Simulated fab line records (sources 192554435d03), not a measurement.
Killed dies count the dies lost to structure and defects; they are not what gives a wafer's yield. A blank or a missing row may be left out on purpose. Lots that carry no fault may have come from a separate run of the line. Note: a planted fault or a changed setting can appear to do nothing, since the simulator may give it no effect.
Matching of chambers    flow n5-finfet    N5_BEOL_M3_STRIP_66 on rie-diel-01 has 4 sister chambers
The step strips in CF4. 18 wafers are shown with their chamber, then 9 later ones without.

WAFERS, EACH WITH ITS CHAMBER
wafer   chamber  showerhead-plenum-p-Torr (Torr)  throttle-valve-pct (%)  drypump-motor-current-A (A)
L075.3  0        1.74                             13.08                   5.70
L075.4  1        1.79                             13.39                   6.10
L075.6  0        1.74                             13.08                   5.68
L080.1  3        1.85                             13.21                   5.83
L080.3  1        1.79                             13.42                   6.09
L080.4  0        1.74                             13.13                   5.62
L079.1  3        1.85                             13.22                   5.84
L079.2  1        1.79                             13.43                   6.11
L079.3  0        1.74                             13.14                   5.64
L081.1  0        1.74                             13.13                   5.68
L081.2  3        1.85                             13.21                   5.85
L081.4  2        1.82                             13.75                   5.65
L082.1  2        1.82                             13.76                   5.65
L082.2  3        1.84                             13.21                   5.84
L082.5  2        1.82                             13.75                   5.65
L084.2  0        1.73                             13.14                   5.67
L084.4  3        1.84                             13.20                   5.85
L084.6  2        1.82                             13.78                   5.66

SIGNATURES (means of the wafers above)
reading                   chamber 0  chamber 1  chamber 2  chamber 3  scatter within a chamber
showerhead-plenum-p-Torr  1.7383     1.7900     1.8200     1.8460     0.00381
throttle-valve-pct        13.1167    13.4133    13.7600    13.2100    0.0204
drypump-motor-current-A   5.6650     6.1000     5.6525     5.8420     0.0187
Rule: distance of a wafer from a chamber = root of the sum over the readings of ((wafer's reading minus chamber's mean) / reading's scatter) squared. If the next closest chamber is less than 2 further off than the closest, the wafer can't be placed; otherwise it belongs to the closest. How the scatter is found: for the shown wafers, subtract from each reading the mean of its chamber, square and add these, divide the total by (wafers less chambers), then take the root.

WAFERS WITH NO CHAMBER GIVEN
wafer   showerhead-plenum-p-Torr (Torr)  throttle-valve-pct (%)  drypump-motor-current-A (A)
L087.4  1.84                             13.23                   5.85
L087.5  1.73                             13.17                   5.66
L087.6  1.82                             13.78                   5.66
L092.3  1.73                             13.18                   5.67
L092.4  1.84                             13.25                   5.86
L092.5  1.84                             13.26                   5.86
L093.1  1.84                             13.25                   5.83
L093.3  1.78                             13.46                   6.13
L093.5  1.84                             13.24                   5.84

EACH ONE'S CHAMBER
wafer   from the rows above  in truth
L087.4  3                    3
L087.5  0                    0
L087.6  2                    2
L092.3  0                    0
L092.4  3                    3
L092.5  3                    3
L093.1  3                    3
L093.3  1                    1
L093.5  3                    3
Placed correctly: 9 of 9. Can't be placed from these rows: 0. Number placed wrongly: 0.
